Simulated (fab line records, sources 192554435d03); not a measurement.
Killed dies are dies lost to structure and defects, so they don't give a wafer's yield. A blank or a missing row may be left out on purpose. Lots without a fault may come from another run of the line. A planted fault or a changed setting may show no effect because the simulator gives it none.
Chamber matching | flow n5_finfet | N5_MIM_BOT_LITHO_DESCUM_10 on rie_diel-05: 4 sister chambers
The step chemistry O2, time 7.9 s. 7 wafers are shown with their chamber, then 7 later ones without.

WAFERS WITH THEIR CHAMBER
wafer  | chamber | throttle_valve_pct (%) | drypump_motor_current_A (A)
L892.1 | 2       | 20.78                  | 6.1
L892.5 | 3       | 20.54                  | 6.1
L894.2 | 2       | 20.78                  | 6.2
L893.1 | 1       | 20.17                  | 5.5
L893.6 | 0       | 20.04                  | 6.1
L897.1 | 0       | 20.04                  | 6.1
L897.2 | 1       | 20.15                  | 5.5

WAFERS WITHOUT THEIR CHAMBER
wafer  | throttle_valve_pct (%) | drypump_motor_current_A (A)
L897.5 | 20.04                  | 6.1
L904.1 | 20.81                  | 6.1
L904.5 | 20.18                  | 5.5
L904.6 | 20.82                  | 6.1
L908.3 | 20.24                  | 6.1
L908.5 | 20.36                  | 6.1
L908.6 | 20.23                  | 5.5

WHICH CHAMBER EACH WENT THROUGH
wafer  | from the rows above | in truth
L897.5 | 0                   | 0
L904.1 | 2                   | 2
L904.5 | 1                   | 1
L904.6 | 2                   | 2
L908.3 | 1                   | 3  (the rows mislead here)
L908.5 | 3                   | 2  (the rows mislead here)
L908.6 | 1                   | 1
Placed correctly: 5 of 7. Can't be placed from these rows: 0. Placed wrongly: 2.
How it was worked out, from the rows above alone: a wafer's distance from a chamber is the root of the sum, over the readings, of the square of ((its reading less the chamber's mean) divided by the reading's scatter). The wafer belongs to the nearest chamber; if the next one is less than 2 further off, it can't be placed. A chamber's mean is the mean of its shown wafers. The scatter: the root of (the sum of the squares of (reading less its chamber's mean) over the shown wafers, divided by (wafers less chambers)).
